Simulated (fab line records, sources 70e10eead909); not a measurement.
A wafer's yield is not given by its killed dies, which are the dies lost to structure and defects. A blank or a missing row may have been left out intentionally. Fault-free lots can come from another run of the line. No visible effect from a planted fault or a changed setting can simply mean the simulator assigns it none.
The same fault as seen by 2 desks / flow nand harc / what lay behind the numbers comes last; until then each desk has only its own

== AT THE METROLOGY DESK ==
Means of the sampled wafers that have a number, per lot and without regard to the tool the lot ran on: this is what the gauges read. The brackets show how far a lot's mean lies from the usual mean; more than 4 standard deviations puts the lot out of limits, marked OUT.
Columns: A = overlay x nm at NHARC_A_SGD_CUT_OVL_MEAS_10, usual -0.1 nm; B = overlay y nm at NHARC_A_SGD_CUT_OVL_MEAS_10, usual 0.1 nm
lot=L785; first seen here=day 18 17:54; A=-0.7; B=1.5
lot=L786; first seen here=day 19 15:07; A=0.7; B=-0.8
lot=L789; first seen here=day 20 17:10; A=-0.5; B=0.7
lot=L788; first seen here=day 20 18:22; A=1.3; B=0.2
lot=L790; first seen here=day 21 05:55; A=1.0; B=0.7
lot=L792; first seen here=day 21 19:28; A=0.1; B=-0.3
lot=L793; first seen here=day 22 14:43; A=-0.7; B=0.1
lot=L798; first seen here=day 24 15:49; A=0.3; B=1.2
lot=L800; first seen here=day 25 09:49; A=-0.4; B=0.8
lot=L804; first seen here=day 27 11:49; A=-0.6; B=-0.1
lot=L806; first seen here=day 28 04:29; A=0.6; B=0.2
lot=L807; first seen here=day 28 14:04; A=0.6; B=-0.1
lot=L808; first seen here=day 29 17:28; A=-1.0; B=2.0
This desk's finding: nothing out of limits on any of the 13 lots.

== THE TOOL OWNER'S DESK: cmp-01 ==
The tool's own readings at NHARC_A_SGD_CUT_CMP_21 (polishes, target thk 148.19 nm): means of the sampled wafers that have a number, for each lot that ran on this tool. The brackets show how far a lot's mean lies from the usual mean; more than 4 standard deviations puts the lot out of limits, marked OUT.
Columns: A = motor current A at NHARC_A_SGD_CUT_CMP_21, usual 11.9 A; B = time to endpoint s at NHARC_A_SGD_CUT_CMP_21, usual 50 s
lot=L788; first seen here=day 20 23:02; A=12.3; B=51
lot=L798; first seen here=day 24 21:42; A=12.2; B=67 (+4.8) OUT
lot=L800; first seen here=day 25 15:59; A=12.7; B=85 (+10) OUT
lot=L804; first seen here=day 27 17:29; A=12.7; B=48
lot=L806; first seen here=day 28 14:11; A=11.5; B=49
lot=L807; first seen here=day 28 23:11; A=12.2; B=54
lot=L808; first seen here=day 29 23:13; A=12.5; B=52
Finding of this desk: L798, L800 out of limits; the first was L798 at day 24 21:42, on time to endpoint s at NHARC_A_SGD_CUT_CMP_21. L788, L804, L806, L807, L808 stayed within limits.

== ALL TOGETHER ==
The tool owner's desk could have raised an alarm at day 24 21:42, on L798, L800.
Nothing out of limits was seen by the metrology desk.
The metrology desk holds a record of L798, L800, inside its limits.
Of the lots named, all ran NHARC_A_SGD_CUT_CMP_21 on cmp-01.

== WHAT THE SIMULATOR HAD INSERTED ==
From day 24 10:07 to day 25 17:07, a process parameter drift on cmp-01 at NHARC_A_SGD_CUT_CMP_21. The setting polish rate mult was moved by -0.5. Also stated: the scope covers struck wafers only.
Shown lots that were struck: L798, L800.
Time in hours from fault onset to the first out-of-limits reading at each desk: the tool owner's desk, 12.
